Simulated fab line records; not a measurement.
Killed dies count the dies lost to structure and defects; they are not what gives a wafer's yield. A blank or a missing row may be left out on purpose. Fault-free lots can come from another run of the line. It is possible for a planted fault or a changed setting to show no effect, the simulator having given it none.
Matching of chambers    flow nand harc    NHARC_A_STAIRCASE_DEP_301 on pecvd-02 has 3 sister chambers
The step deposits SiON, target thk 30 nm. 3 wafers are shown with their chamber, then 7 later ones without.

== WAFERS PAIRED WITH THEIR CHAMBERS ==
wafer   chamber  showerhead vpp V (V)
L588.2  0        1170
L590.1  1        1133
L590.2  2        1133

== WAFERS MISSING THEIR CHAMBER ==
wafer   showerhead vpp V (V)
L590.4  1110
L594.1  1142
L594.2  1158
L594.5  1161
L595.1  1144
L595.3  1145
L595.6  1147

== WHICH CHAMBER EACH ONE RAN IN ==
wafer   from the rows above           in truth
L590.4  can't be placed: 1 or 2       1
L594.1  can't be placed: 1 or 2 or 0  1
L594.2  can't be placed: 0 or 1 or 2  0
L594.5  can't be placed: 0 or 1 or 2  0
L595.1  can't be placed: 1 or 2 or 0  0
L595.3  can't be placed: 1 or 2 or 0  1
L595.6  can't be placed: 1 or 2 or 0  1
Correctly placed: 0 of 7. Cannot be placed on the basis of these rows: 7; the candidates contain the true chamber in 7. 0 placed wrongly.
How it was worked out, from the rows above alone: a wafer's distance from a chamber is the root of the sum, over the readings, of the square of ((its reading less the chamber's mean) divided by the reading's scatter). If the next closest chamber is less than 2 further off than the closest, the wafer can't be placed; otherwise it belongs to the closest. Each chamber's mean is taken over the wafers shown for it. The scatter (one wafer shown for each chamber): square how far every hidden wafer sits from the nearest shown wafer, average those squares and take the square root.
